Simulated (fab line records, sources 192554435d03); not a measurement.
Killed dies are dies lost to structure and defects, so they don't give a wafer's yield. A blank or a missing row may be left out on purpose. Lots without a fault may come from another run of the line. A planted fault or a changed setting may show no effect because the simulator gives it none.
Chamber matching | flow n5_finfet | N5_BEOL_M1_ETCHBACK_99 on rie_diel-02: 4 sister chambers
The step etches SiO2 in CHF3, target depth 5 nm, time 10.4 s. 8 wafers are shown with their chamber, then 11 later ones without.

WAFERS WITH THEIR CHAMBER
wafer  | chamber | drypump_motor_current_A (A) | rf_vpp_V (V)
L083.4 | 0       | 5.5                         | 232
L086.2 | 1       | 6.6                         | 235
L086.6 | 0       | 5.6                         | 231
L089.6 | 2       | 6.1                         | 238
L088.2 | 3       | 6.1                         | 230
L088.4 | 1       | 6.5                         | 235
L088.6 | 3       | 6.1                         | 231
L092.1 | 2       | 6.1                         | 238

WAFERS WITHOUT THEIR CHAMBER
wafer  | drypump_motor_current_A (A) | rf_vpp_V (V)
L092.3 | 6.1                         | 232
L092.4 | 6.2                         | 239
L094.1 | 5.6                         | 233
L094.4 | 6.5                         | 236
L094.6 | 6.2                         | 238
L096.2 | 6.1                         | 238
L096.4 | 5.6                         | 231
L096.5 | 6.5                         | 235
L097.2 | 5.6                         | 231
L097.5 | 6.1                         | 232
L097.6 | 5.6                         | 230

WHICH CHAMBER EACH WENT THROUGH
wafer  | from the rows above | in truth
L092.3 | 3                   | 3
L092.4 | 2                   | 2
L094.1 | 0                   | 0
L094.4 | 1                   | 1
L094.6 | 2                   | 2
L096.2 | 2                   | 2
L096.4 | 0                   | 0
L096.5 | 1                   | 1
L097.2 | 0                   | 0
L097.5 | 3                   | 3
L097.6 | 0                   | 0
Placed correctly: 11 of 11. Can't be placed from these rows: 0. Placed wrongly: 0.
How it was worked out, from the rows above alone: a wafer's distance from a chamber is the root of the sum, over the readings, of the square of ((its reading less the chamber's mean) divided by the reading's scatter). The wafer belongs to the nearest chamber; if the next one is less than 2 further off, it can't be placed. A chamber's mean is the mean of its shown wafers. The scatter: the root of (the sum of the squares of (reading less its chamber's mean) over the shown wafers, divided by (wafers less chambers)).
